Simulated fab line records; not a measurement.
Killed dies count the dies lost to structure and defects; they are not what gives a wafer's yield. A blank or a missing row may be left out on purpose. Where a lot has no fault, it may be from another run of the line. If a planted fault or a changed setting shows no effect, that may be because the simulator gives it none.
Matching of chambers ; flow n5Finfet ; rieDiel-06 running N5_SDB_ETCH_18: 4 sister chambers
The step etches SOC in N2/H2, target depth 100 nm, overetch 20 nm, time 150 s. 18 wafers are shown with their chamber, then 9 later ones without.

## EACH WAFER AND ITS CHAMBER
wafer;chamber;showerheadPlenumPTorr (Torr);throttleValvePct (%);drypumpMotorCurrentA (A)
L077.3;0;2.72;17.8;5.56
L077.5;0;2.72;17.8;5.59
L077.6;1;2.49;17.7;5.63
L080.1;0;2.72;17.8;5.60
L080.2;2;2.70;17.3;5.77
L080.6;1;2.49;17.7;5.61
L082.4;1;2.49;17.7;5.62
L082.5;0;2.72;17.8;5.61
L082.6;1;2.49;17.7;5.63
L089.2;2;2.70;17.3;5.76
L089.4;3;2.60;17.8;5.25
L089.5;0;2.71;17.9;5.59
L090.2;0;2.71;17.9;5.59
L090.3;2;2.69;17.3;5.78
L090.4;3;2.60;17.8;5.26
L093.1;2;2.69;17.3;5.75
L093.2;0;2.71;17.9;5.54
L093.4;1;2.48;17.7;5.59

SIGNATURES (means of the wafers above)
reading;chamber 0;chamber 1;chamber 2;chamber 3;scatter within a chamber
showerheadPlenumPTorr;2.7157;2.4880;2.6950;2.6000;0.00501
throttleValvePct;17.843;17.700;17.300;17.800;0.035
drypumpMotorCurrentA;5.5829;5.6160;5.7650;5.2550;0.0193
Rule: for a wafer and a chamber, the distance is found by dividing, reading by reading, the gap between the wafer's reading and the chamber's mean by the reading's scatter, squaring, summing and taking the root. If the next closest chamber is less than 2 further off than the closest, the wafer can't be placed; otherwise it belongs to the closest. The scatter is the square root of a quotient: the sum, over the shown wafers, of each reading's squared deviation from its chamber's mean, divided by wafers minus chambers.

## WAFERS WHOSE CHAMBER IS MISSING
wafer;showerheadPlenumPTorr (Torr);throttleValvePct (%);drypumpMotorCurrentA (A)
L094.1;2.47;17.8;5.59
L094.2;2.70;17.9;5.58
L094.3;2.69;17.3;5.77
L095.1;2.69;17.3;5.77
L095.4;2.47;17.7;5.63
L095.5;2.70;17.9;5.60
L097.1;2.60;17.3;5.28
L097.5;2.60;17.3;5.28
L097.6;2.69;17.3;5.76

## WHICH CHAMBER EACH ONE RAN IN
wafer;from the rows above;in truth
L094.1;1;1
L094.2;0;0
L094.3;2;2
L095.1;2;2
L095.4;1;1
L095.5;0;0
L097.1;3;3
L097.5;3;3
L097.6;2;2
Placed correctly: 9 of 9. Can't be placed from these rows: 0. Placed wrongly: 0.
